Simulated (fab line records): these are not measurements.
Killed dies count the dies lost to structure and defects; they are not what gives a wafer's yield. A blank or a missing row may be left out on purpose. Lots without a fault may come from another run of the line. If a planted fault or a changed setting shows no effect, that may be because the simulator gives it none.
Problem report in the 8D (eight disciplines) form, filled by code / flow n5-finfet / the parts of the form that need people (team, actions taken, sign-off) are left out

1. THE PROBLEM
Mean of susceptor-temp-C at N5_BEOL_M2_PECVD_72: 405.75 C across 2 wafers in 2 lots; on wafers with no fault it is 400.01 C (standard deviation 0.2). Relative to the usual mean, that is a shift of +29 standard deviations.
The step: deposits SiO2 from TEOS/O2, target thk 16 nm, time 18 s.
Earliest sighting: wafer L505.2 on pecvd-03 at day 11 11:43. The record holds 12 wafers of 4 lots with a number at this step. Rule for "out" (also "out of limits"): further than 4 standard deviations from the usual mean. All remaining wafers that have a number are taken as sound.

2. WHAT IT IS; WHAT IT IS NOT
question=which readings at this step | is=susceptor-temp-C | is not=chamber-pressure-Torr, heater-power-w, showerhead-plenum-p-Torr, throttle-valve-pct
question=which lots | is=L505, L506 | is not=L487, L498
question=which wafers of those lots | is=L505.2, L506.2 | is not=L505.3, L505.5, L506.5, L506.6
question=read on which tools | is=pecvd-03 | is not=-
question=when | is=from day 11 11:43 | is not=up to then (8 sound wafers); but 2 sound wafers of L506 came after

3. THE SUSPECTS, EACH WITH WHAT RULES IT OUT
Counting: any tool at a process step up to the reading remains a suspect provided it ran every lot that is out. Sound lots after the first of them don't rule it out here, since some wafers of a struck lot are sound.
- pecvd-03 at N5_BEOL_M2_PECVD_72 (deposits SiO2 from TEOS/O2, target thk 16 nm, time 18 s): kept. It ran every lot that is out, first L505 (day 11 11:43); its last sound lot up to then is L498 (day 9 20:03). On those wafers its own readings are out: susceptor-temp-C.
- Within pecvd-03 at N5_BEOL_M2_PECVD_72: the wafers that are out ran in chamber 0; their sound lot-mates ran in chambers 1, 2.
Left after counting: pecvd-03 at N5_BEOL_M2_PECVD_72.

4. THE CAUSE (what the simulator had put in)
pecvd-03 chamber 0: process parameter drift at N5_BEOL_M2_PECVD_72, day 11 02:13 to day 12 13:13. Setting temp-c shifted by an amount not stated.
This tool alone remained once counting was done.

5. THE EFFECT CHAIN, in route order
One row per reading whose mean, taken over the struck wafers that have a number, lies over 3 standard deviations from the usual. Readings are gone through only where the record gives a usual standard deviation; hours: the median, over the lots, of the time from a lot's start at the first step in this table giving one to that lot's start at this step; sigmas: the change measured in usual standard deviations.
hours=0; step=N5_BEOL_M2_PECVD_72; reading=susceptor-temp-C; usual=400.01 C; on struck wafers=405.75; change=+5.74; sigmas=+29
It contains these process steps:
- N5_BEOL_M2_PECVD_72: deposits SiO2 from TEOS/O2, target thk 16 nm, time 18 s.
At these later measuring or inspecting steps, every struck wafer for which the step has a row has a number for every such reading, and none has moved that far: N5_BEOL_M4_RC_MEAS_101.

6. HOW IT WOULD HAVE BEEN CAUGHT EARLIER
10 hours passed between the start of the fault at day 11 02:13 and the first reading out of limits in this record, taken at day 11 11:43.
